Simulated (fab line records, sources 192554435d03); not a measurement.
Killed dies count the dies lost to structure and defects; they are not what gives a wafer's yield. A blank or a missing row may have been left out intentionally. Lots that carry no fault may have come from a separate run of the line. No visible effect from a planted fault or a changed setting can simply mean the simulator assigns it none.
The tool behind it: which one? || flow n5 finfet || 23 lots with 69 wafers sampled at 4 steps, on a route of 1938 steps

WHAT THE GAUGES SHOWED, per wafer
N5_BEOL_M9_THK_MEAS_01.
{"lot": "L074", "measured": "day 10 01:01", "on": "film metro-02", "M9_ILD_THK (nm)": "264 266 271"}
{"lot": "L075", "measured": "day 10 00:26", "on": "film metro-02", "M9_ILD_THK (nm)": "264 263 265"}
{"lot": "L076", "measured": "day 10 12:23", "on": "film metro-01", "M9_ILD_THK (nm)": "264 266 272"}
{"lot": "L077", "measured": "day 10 20:03", "on": "film metro-02", "M9_ILD_THK (nm)": "260 270 269"}
{"lot": "L078", "measured": "day 11 00:45", "on": "film metro-02", "M9_ILD_THK (nm)": "259 267 269"}
{"lot": "L080", "measured": "day 11 09:46", "on": "film metro-01", "M9_ILD_THK (nm)": "264 264 267"}
{"lot": "L079", "measured": "day 11 15:42", "on": "film metro-01", "M9_ILD_THK (nm)": "263 265 269"}
{"lot": "L081", "measured": "day 11 20:32", "on": "film metro-01", "M9_ILD_THK (nm)": "265 269 271"}
{"lot": "L083", "measured": "day 11 23:43", "on": "film metro-02", "M9_ILD_THK (nm)": "266 271 271"}
{"lot": "L082", "measured": "day 12 10:04", "on": "film metro-02", "M9_ILD_THK (nm)": "267 261 270"}
{"lot": "L084", "measured": "day 12 16:13", "on": "film metro-02", "M9_ILD_THK (nm)": "265 267 271"}
{"lot": "L085", "measured": "day 13 00:19", "on": "film metro-01", "M9_ILD_THK (nm)": "267 265 267"}
{"lot": "L086", "measured": "day 13 01:39", "on": "film metro-02", "M9_ILD_THK (nm)": "265 266 271"}
{"lot": "L087", "measured": "day 13 10:55", "on": "film metro-02", "M9_ILD_THK (nm)": "260 267 263"}
{"lot": "L088", "measured": "day 13 11:28", "on": "film metro-02", "M9_ILD_THK (nm)": "270 266 263"}
{"lot": "L089", "measured": "day 13 14:08", "on": "film metro-02", "M9_ILD_THK (nm)": "275 267 268"}
{"lot": "L090", "measured": "day 13 21:24", "on": "film metro-02", "M9_ILD_THK (nm)": "268 263 271"}
{"lot": "L091", "measured": "day 13 22:21", "on": "film metro-01", "M9_ILD_THK (nm)": "268 261 266"}
{"lot": "L092", "measured": "day 14 12:30", "on": "film metro-01", "M9_ILD_THK (nm)": "267 264 268"}
{"lot": "L094", "measured": "day 14 13:23", "on": "film metro-01", "M9_ILD_THK (nm)": "264 271 269"}
{"lot": "L093", "measured": "day 14 20:37", "on": "film metro-02", "M9_ILD_THK (nm)": "263 263 264"}
{"lot": "L096", "measured": "day 15 13:59", "on": "film metro-02", "M9_ILD_THK (nm)": "266 266 268"}
{"lot": "L097", "measured": "day 16 01:53", "on": "film metro-01", "M9_ILD_THK (nm)": "266 262 267"}

WHAT TOOL EACH LOT RAN ON (gives the tool, then ch and the chambers of the sampled wafers, and finally the start)
{"lot": "L074", "N5_BEOL_M8_CURE_74": "uv cure-01 ch 1, day 9 12:51", "N5_BEOL_M8_STRIP_19": "rie diel-05 ch 2,3, day 9 15:57", "N5_BEOL_M8_SPUTTER_48": "pvd sputter-03, day 9 19:55"}
{"lot": "L075", "N5_BEOL_M8_CURE_74": "uv cure-03 ch 2, day 9 13:26", "N5_BEOL_M8_STRIP_19": "rie diel-05 ch 1,2, day 9 16:30", "N5_BEOL_M8_SPUTTER_48": "pvd sputter-01, day 9 19:42"}
{"lot": "L076", "N5_BEOL_M8_CURE_74": "uv cure-01 ch 0, day 10 01:04", "N5_BEOL_M8_STRIP_19": "rie diel-05 ch 0,2,3, day 10 03:58", "N5_BEOL_M8_SPUTTER_48": "pvd sputter-01, day 10 08:05"}
{"lot": "L077", "N5_BEOL_M8_CURE_74": "uv cure-02 ch 0, day 10 09:11", "N5_BEOL_M8_STRIP_19": "rie diel-02 ch 2,3, day 10 10:35", "N5_BEOL_M8_SPUTTER_48": "pvd sputter-02, day 10 15:04"}
{"lot": "L078", "N5_BEOL_M8_CURE_74": "uv cure-02 ch 0, day 10 15:00", "N5_BEOL_M8_STRIP_19": "rie diel-05 ch 0,2, day 10 16:31", "N5_BEOL_M8_SPUTTER_48": "pvd sputter-01, day 10 19:07"}
{"lot": "L080", "N5_BEOL_M8_CURE_74": "uv cure-01 ch 1, day 11 01:28", "N5_BEOL_M8_STRIP_19": "rie diel-03 ch 0,3, day 11 04:19", "N5_BEOL_M8_SPUTTER_48": "pvd sputter-01, day 11 08:10"}
{"lot": "L079", "N5_BEOL_M8_CURE_74": "uv cure-02 ch 0, day 11 05:02", "N5_BEOL_M8_STRIP_19": "rie diel-03 ch 1,2,3, day 11 08:23", "N5_BEOL_M8_SPUTTER_48": "pvd sputter-02, day 11 14:07"}
{"lot": "L081", "N5_BEOL_M8_CURE_74": "uv cure-01 ch 0, day 11 05:13", "N5_BEOL_M8_STRIP_19": "rie diel-02 ch 2,3, day 11 08:55", "N5_BEOL_M8_SPUTTER_48": "pvd sputter-02, day 11 18:56"}
{"lot": "L083", "N5_BEOL_M8_CURE_74": "uv cure-02 ch 2, day 11 10:52", "N5_BEOL_M8_STRIP_19": "rie diel-03 ch 2,3, day 11 14:32", "N5_BEOL_M8_SPUTTER_48": "pvd sputter-03, day 11 21:41"}
{"lot": "L082", "N5_BEOL_M8_CURE_74": "uv cure-03 ch 1, day 11 22:46", "N5_BEOL_M8_STRIP_19": "rie diel-03 ch 0,3, day 12 02:22", "N5_BEOL_M8_SPUTTER_48": "pvd sputter-02, day 12 08:28"}
{"lot": "L084", "N5_BEOL_M8_CURE_74": "uv cure-03 ch 1, day 12 06:09", "N5_BEOL_M8_STRIP_19": "rie diel-02 ch 1,2,3, day 12 10:35", "N5_BEOL_M8_SPUTTER_48": "pvd sputter-02, day 12 14:37"}
{"lot": "L085", "N5_BEOL_M8_CURE_74": "uv cure-03 ch 2, day 12 15:04", "N5_BEOL_M8_STRIP_19": "rie diel-05 ch 2,3, day 12 17:45", "N5_BEOL_M8_SPUTTER_48": "pvd sputter-01, day 12 22:43"}
{"lot": "L086", "N5_BEOL_M8_CURE_74": "uv cure-01 ch 2, day 12 17:13", "N5_BEOL_M8_STRIP_19": "rie diel-03 ch 0,1,3, day 12 20:32", "N5_BEOL_M8_SPUTTER_48": "pvd sputter-03, day 12 23:58"}
{"lot": "L087", "N5_BEOL_M8_CURE_74": "uv cure-01 ch 2, day 12 23:25", "N5_BEOL_M8_STRIP_19": "rie diel-02 ch 0,1, day 13 02:44", "N5_BEOL_M8_SPUTTER_48": "pvd sputter-01, day 13 08:57"}
{"lot": "L088", "N5_BEOL_M8_CURE_74": "uv cure-03 ch 2, day 13 00:43", "N5_BEOL_M8_STRIP_19": "rie diel-03 ch 1,2, day 13 03:20", "N5_BEOL_M8_SPUTTER_48": "pvd sputter-03, day 13 09:34"}
{"lot": "L089", "N5_BEOL_M8_CURE_74": "uv cure-02 ch 2, day 13 03:57", "N5_BEOL_M8_STRIP_19": "rie diel-03 ch 0,1,2, day 13 07:20", "N5_BEOL_M8_SPUTTER_48": "pvd sputter-02, day 13 12:22"}
{"lot": "L090", "N5_BEOL_M8_CURE_74": "uv cure-03 ch 2, day 13 11:12", "N5_BEOL_M8_STRIP_19": "rie diel-03 ch 0,3, day 13 15:33", "N5_BEOL_M8_SPUTTER_48": "pvd sputter-02, day 13 19:29"}
{"lot": "L091", "N5_BEOL_M8_CURE_74": "uv cure-02 ch 1, day 13 11:50", "N5_BEOL_M8_STRIP_19": "rie diel-02 ch 1,2,3, day 13 15:50", "N5_BEOL_M8_SPUTTER_48": "pvd sputter-02, day 13 19:48"}
{"lot": "L092", "N5_BEOL_M8_CURE_74": "uv cure-01 ch 0, day 14 02:25", "N5_BEOL_M8_STRIP_19": "rie diel-03 ch 0,3, day 14 05:18", "N5_BEOL_M8_SPUTTER_48": "pvd sputter-02, day 14 10:13"}
{"lot": "L094", "N5_BEOL_M8_CURE_74": "uv cure-01 ch 2, day 14 05:04", "N5_BEOL_M8_STRIP_19": "rie diel-02 ch 0,1,2, day 14 09:02", "N5_BEOL_M8_SPUTTER_48": "pvd sputter-01, day 14 11:10"}
{"lot": "L093", "N5_BEOL_M8_CURE_74": "uv cure-02 ch 2, day 14 12:01", "N5_BEOL_M8_STRIP_19": "rie diel-05 ch 0,2, day 14 14:47", "N5_BEOL_M8_SPUTTER_48": "pvd sputter-01, day 14 19:01"}
{"lot": "L096", "N5_BEOL_M8_CURE_74": "uv cure-01 ch 2, day 15 03:04", "N5_BEOL_M8_STRIP_19": "rie diel-03 ch 0,1,2, day 15 06:41", "N5_BEOL_M8_SPUTTER_48": "pvd sputter-02, day 15 12:08"}
{"lot": "L097", "N5_BEOL_M8_CURE_74": "uv cure-02 ch 1, day 15 13:50", "N5_BEOL_M8_STRIP_19": "rie diel-05 ch 0,1, day 15 19:47", "N5_BEOL_M8_SPUTTER_48": "pvd sputter-01, day 15 23:46"}
- N5_BEOL_M8_CURE_74: cures SiCOH lowk, time 240 s.
- N5_BEOL_M8_STRIP_19: strips in O2.
- N5_BEOL_M8_SPUTTER_48: material Cu, target thk 10 nm, time 1.667 s.

AS READ BY THE TOOLS THEMSELVES (means over the sampled wafers that have a number; for cases with no such wafer, the mark the record gives instead)
N5_BEOL_M8_CURE_74.
{"lot": "L074", "tool": "uv cure-01", "lamp power pct (%)": 52.33, "wafer_temp_C_max": 386.4}
{"lot": "L075", "tool": "uv cure-03", "lamp power pct (%)": 52.31, "wafer_temp_C_max": 388.5}
{"lot": "L076", "tool": "uv cure-01", "lamp power pct (%)": 52.31, "wafer_temp_C_max": 387.9}
{"lot": "L077", "tool": "uv cure-02", "lamp power pct (%)": 52.30, "wafer_temp_C_max": 386.8}
{"lot": "L078", "tool": "uv cure-02", "lamp power pct (%)": 52.31, "wafer_temp_C_max": 387.1}
{"lot": "L080", "tool": "uv cure-01", "lamp power pct (%)": 52.25, "wafer_temp_C_max": 386.3}
{"lot": "L079", "tool": "uv cure-02", "lamp power pct (%)": 52.36, "wafer_temp_C_max": 387.4}
{"lot": "L081", "tool": "uv cure-01", "lamp power pct (%)": 52.33, "wafer_temp_C_max": 387.5}
{"lot": "L083", "tool": "uv cure-02", "lamp power pct (%)": 52.30, "wafer_temp_C_max": 388.0}
{"lot": "L082", "tool": "uv cure-03", "lamp power pct (%)": 52.33, "wafer_temp_C_max": 387.2}
{"lot": "L084", "tool": "uv cure-03", "lamp power pct (%)": 52.32, "wafer_temp_C_max": 387.2}
{"lot": "L085", "tool": "uv cure-03", "lamp power pct (%)": 52.29, "wafer_temp_C_max": 387.1}
{"lot": "L086", "tool": "uv cure-01", "lamp power pct (%)": 52.38, "wafer_temp_C_max": 387.2}
{"lot": "L087", "tool": "uv cure-01", "lamp power pct (%)": 52.33, "wafer_temp_C_max": 387.9}
{"lot": "L088", "tool": "uv cure-03", "lamp power pct (%)": 52.32, "wafer_temp_C_max": 387.3}
{"lot": "L089", "tool": "uv cure-02", "lamp power pct (%)": 52.31, "wafer_temp_C_max": 388.2}
{"lot": "L090", "tool": "uv cure-03", "lamp power pct (%)": 52.28, "wafer_temp_C_max": 387.2}
{"lot": "L091", "tool": "uv cure-02", "lamp power pct (%)": 52.31, "wafer_temp_C_max": 386.5}
{"lot": "L092", "tool": "uv cure-01", "lamp power pct (%)": 52.31, "wafer_temp_C_max": 387.6}
{"lot": "L094", "tool": "uv cure-01", "lamp power pct (%)": 52.32, "wafer_temp_C_max": 386.8}
{"lot": "L093", "tool": "uv cure-02", "lamp power pct (%)": 52.32, "wafer_temp_C_max": 388.8}
{"lot": "L096", "tool": "uv cure-01", "lamp power pct (%)": 52.24, "wafer_temp_C_max": 387.4}
{"lot": "L097", "tool": "uv cure-02", "lamp power pct (%)": 52.34, "wafer_temp_C_max": 386.7}

N5_BEOL_M8_STRIP_19.
{"lot": "L074", "tool": "rie diel-05", "drypump motor current A (A)": 5.8, "oes product au (a.u.)": 0.84, "rf vpp V (V)": 3.9, "showerhead plenum p Torr (Torr)": 2.08, "temp c (C)": 39.96, "throttle valve pct (%)": 16.50}
{"lot": "L075", "tool": "rie diel-05", "drypump motor current A (A)": 5.3, "oes product au (a.u.)": 0.77, "rf vpp V (V)": 3.9, "showerhead plenum p Torr (Torr)": 2.13, "temp c (C)": 40.09, "throttle valve pct (%)": 16.80}
{"lot": "L076", "tool": "rie diel-05", "drypump motor current A (A)": 5.9, "oes product au (a.u.)": 0.77, "rf vpp V (V)": 3.2, "showerhead plenum p Torr (Torr)": 2.12, "temp c (C)": 40.12, "throttle valve pct (%)": 16.66}
{"lot": "L077", "tool": "rie diel-02", "drypump motor current A (A)": 5.9, "oes product au (a.u.)": 0.86, "rf vpp V (V)": 3.8, "showerhead plenum p Torr (Torr)": 2.04, "temp c (C)": 39.93, "throttle valve pct (%)": 16.61}
{"lot": "L078", "tool": "rie diel-05", "drypump motor current A (A)": 5.6, "oes product au (a.u.)": 0.82, "rf vpp V (V)": 2.9, "showerhead plenum p Torr (Torr)": 2.08, "temp c (C)": 40.08, "throttle valve pct (%)": 16.45}
{"lot": "L080", "tool": "rie diel-03", "drypump motor current A (A)": 6.0, "oes product au (a.u.)": 0.82, "rf vpp V (V)": 3.5, "showerhead plenum p Torr (Torr)": 2.06, "temp c (C)": 40.01, "throttle valve pct (%)": 16.45}
{"lot": "L079", "tool": "rie diel-03", "drypump motor current A (A)": 5.9, "oes product au (a.u.)": 0.80, "rf vpp V (V)": 3.7, "showerhead plenum p Torr (Torr)": 2.06, "temp c (C)": 39.96, "throttle valve pct (%)": 16.46}
{"lot": "L081", "tool": "rie diel-02", "drypump motor current A (A)": 5.8, "oes product au (a.u.)": 0.87, "rf vpp V (V)": 3.5, "showerhead plenum p Torr (Torr)": 2.05, "temp c (C)": 40.00, "throttle valve pct (%)": 16.61}
{"lot": "L083", "tool": "rie diel-03", "drypump motor current A (A)": 5.8, "oes product au (a.u.)": 0.80, "rf vpp V (V)": 3.6, "showerhead plenum p Torr (Torr)": 2.05, "temp c (C)": 40.08, "throttle valve pct (%)": 16.36}
{"lot": "L082", "tool": "rie diel-03", "drypump motor current A (A)": 6.1, "oes product au (a.u.)": 0.88, "rf vpp V (V)": 4.4, "showerhead plenum p Torr (Torr)": 2.06, "temp c (C)": 39.96, "throttle valve pct (%)": 16.45}
{"lot": "L084", "tool": "rie diel-02", "drypump motor current A (A)": 5.7, "oes product au (a.u.)": 0.80, "rf vpp V (V)": 3.8, "showerhead plenum p Torr (Torr)": 2.08, "temp c (C)": 39.98, "throttle valve pct (%)": 16.62}
{"lot": "L085", "tool": "rie diel-05", "drypump motor current A (A)": 6.2, "oes product au (a.u.)": 0.74, "rf vpp V (V)": 3.3, "showerhead plenum p Torr (Torr)": 2.11, "temp c (C)": 39.86, "throttle valve pct (%)": 16.79}
{"lot": "L086", "tool": "rie diel-03", "drypump motor current A (A)": 6.2, "oes product au (a.u.)": 0.79, "rf vpp V (V)": 3.5, "showerhead plenum p Torr (Torr)": 2.07, "temp c (C)": 40.10, "throttle valve pct (%)": 16.55}
{"lot": "L087", "tool": "rie diel-02", "drypump motor current A (A)": 6.0, "oes product au (a.u.)": 0.71, "rf vpp V (V)": 3.9, "showerhead plenum p Torr (Torr)": 1.99, "temp c (C)": 40.02, "throttle valve pct (%)": 16.71}
{"lot": "L088", "tool": "rie diel-03", "drypump motor current A (A)": 6.1, "oes product au (a.u.)": 0.80, "rf vpp V (V)": 4.2, "showerhead plenum p Torr (Torr)": 2.07, "temp c (C)": 40.01, "throttle valve pct (%)": 16.57}
{"lot": "L089", "tool": "rie diel-03", "drypump motor current A (A)": 6.0, "oes product au (a.u.)": 0.87, "rf vpp V (V)": 4.1, "showerhead plenum p Torr (Torr)": 2.06, "temp c (C)": 39.99, "throttle valve pct (%)": 16.50}
{"lot": "L090", "tool": "rie diel-03", "drypump motor current A (A)": 6.2, "oes product au (a.u.)": 0.86, "rf vpp V (V)": 4.3, "showerhead plenum p Torr (Torr)": 2.06, "temp c (C)": 40.01, "throttle valve pct (%)": 16.48}
{"lot": "L091", "tool": "rie diel-02", "drypump motor current A (A)": 5.7, "oes product au (a.u.)": 0.79, "rf vpp V (V)": 3.7, "showerhead plenum p Torr (Torr)": 2.08, "temp c (C)": 39.98, "throttle valve pct (%)": 16.65}
{"lot": "L092", "tool": "rie diel-03", "drypump motor current A (A)": 6.0, "oes product au (a.u.)": 0.78, "rf vpp V (V)": 3.9, "showerhead plenum p Torr (Torr)": 2.05, "temp c (C)": 40.16, "throttle valve pct (%)": 16.48}
{"lot": "L094", "tool": "rie diel-02", "drypump motor current A (A)": 5.9, "oes product au (a.u.)": 0.76, "rf vpp V (V)": 3.4, "showerhead plenum p Torr (Torr)": 2.03, "temp c (C)": 39.91, "throttle valve pct (%)": 16.68}
{"lot": "L093", "tool": "rie diel-05", "drypump motor current A (A)": 5.6, "oes product au (a.u.)": 0.88, "rf vpp V (V)": 3.7, "showerhead plenum p Torr (Torr)": 2.07, "temp c (C)": 39.86, "throttle valve pct (%)": 16.33}
{"lot": "L096", "tool": "rie diel-03", "drypump motor current A (A)": 6.1, "oes product au (a.u.)": 0.84, "rf vpp V (V)": 3.6, "showerhead plenum p Torr (Torr)": 2.05, "temp c (C)": 40.08, "throttle valve pct (%)": 16.53}
{"lot": "L097", "tool": "rie diel-05", "drypump motor current A (A)": 5.4, "oes product au (a.u.)": 0.92, "rf vpp V (V)": 3.4, "showerhead plenum p Torr (Torr)": 2.16, "temp c (C)": 40.01, "throttle valve pct (%)": 16.59}

N5_BEOL_M8_SPUTTER_48.
{"lot": "L074", "tool": "pvd sputter-03", "cathode dc power W (W)": 25999, "chamber pressure pa (Pa)": 0.12982, "throttle valve pct (%)": 30.2}
{"lot": "L075", "tool": "pvd sputter-01", "cathode dc power W (W)": 26001, "chamber pressure pa (Pa)": 0.13006, "throttle valve pct (%)": 29.9}
{"lot": "L076", "tool": "pvd sputter-01", "cathode dc power W (W)": 26001, "chamber pressure pa (Pa)": 0.13025, "throttle valve pct (%)": 30.0}
{"lot": "L077", "tool": "pvd sputter-02", "cathode dc power W (W)": 26000, "chamber pressure pa (Pa)": 0.13021, "throttle valve pct (%)": 29.7}
{"lot": "L078", "tool": "pvd sputter-01", "cathode dc power W (W)": 25999, "chamber pressure pa (Pa)": 0.12986, "throttle valve pct (%)": 30.0}
{"lot": "L080", "tool": "pvd sputter-01", "cathode dc power W (W)": 25999, "chamber pressure pa (Pa)": 0.13015, "throttle valve pct (%)": 31.1}
{"lot": "L079", "tool": "pvd sputter-02", "cathode dc power W (W)": 25998, "chamber pressure pa (Pa)": 0.13018, "throttle valve pct (%)": 31.1}
{"lot": "L081", "tool": "pvd sputter-02", "cathode dc power W (W)": 25997, "chamber pressure pa (Pa)": 0.12982, "throttle valve pct (%)": 30.6}
{"lot": "L083", "tool": "pvd sputter-03", "cathode dc power W (W)": 25998, "chamber pressure pa (Pa)": 0.12992, "throttle valve pct (%)": 29.3}
{"lot": "L082", "tool": "pvd sputter-02", "cathode dc power W (W)": 26000, "chamber pressure pa (Pa)": 0.13019, "throttle valve pct (%)": 29.4}
{"lot": "L084", "tool": "pvd sputter-02", "cathode dc power W (W)": 26005, "chamber pressure pa (Pa)": 0.13031, "throttle valve pct (%)": 30.6}
{"lot": "L085", "tool": "pvd sputter-01", "cathode dc power W (W)": 25995, "chamber pressure pa (Pa)": 0.13002, "throttle valve pct (%)": 29.6}
{"lot": "L086", "tool": "pvd sputter-03", "cathode dc power W (W)": 26004, "chamber pressure pa (Pa)": 0.12994, "throttle valve pct (%)": 29.6}
{"lot": "L087", "tool": "pvd sputter-01", "cathode dc power W (W)": 26000, "chamber pressure pa (Pa)": 0.13021, "throttle valve pct (%)": 30.7}
{"lot": "L088", "tool": "pvd sputter-03", "cathode dc power W (W)": 26002, "chamber pressure pa (Pa)": 0.12997, "throttle valve pct (%)": 29.8}
{"lot": "L089", "tool": "pvd sputter-02", "cathode dc power W (W)": 26003, "chamber pressure pa (Pa)": 0.13004, "throttle valve pct (%)": 29.6}
{"lot": "L090", "tool": "pvd sputter-02", "cathode dc power W (W)": 25998, "chamber pressure pa (Pa)": 0.12999, "throttle valve pct (%)": 30.7}
{"lot": "L091", "tool": "pvd sputter-02", "cathode dc power W (W)": 26001, "chamber pressure pa (Pa)": 0.12983, "throttle valve pct (%)": 28.7}
{"lot": "L092", "tool": "pvd sputter-02", "cathode dc power W (W)": 25998, "chamber pressure pa (Pa)": 0.13018, "throttle valve pct (%)": 28.8}
{"lot": "L094", "tool": "pvd sputter-01", "cathode dc power W (W)": 26001, "chamber pressure pa (Pa)": 0.12996, "throttle valve pct (%)": 29.4}
{"lot": "L093", "tool": "pvd sputter-01", "cathode dc power W (W)": 26004, "chamber pressure pa (Pa)": 0.13010, "throttle valve pct (%)": 29.3}
{"lot": "L096", "tool": "pvd sputter-02", "cathode dc power W (W)": 26000, "chamber pressure pa (Pa)": 0.13023, "throttle valve pct (%)": 29.9}
{"lot": "L097", "tool": "pvd sputter-01", "cathode dc power W (W)": 25998, "chamber pressure pa (Pa)": 0.12991, "throttle valve pct (%)": 30.6}

THE ANSWER, worked out from the rows above alone
Rule: the lots themselves supply what counts as usual. Put in order of their means at a reading, lots are off if they are a third of the lots or fewer, leave a main group of 4 or more, and stand apart from it by a gap of 3 or more times the standard deviation of the main group's means; of several such gaps the widest counts. If all means in a main group match to the digits the tables above print for the reading, that group is not used. A lot without any number at a reading at which 4 lots or more have one is off too. The other lots that the step has rows for count as sound. First the gauges in route order, then the tools' own readings, where a lot's mean is used as printed above. The first step at which some lot is off is used, and at that step the reading that is off furthest; a lot without a number counts as furthest.
None of the lots is off at any reading shown; this tells nothing.

WHAT THE SIMULATOR HAD PUT IN
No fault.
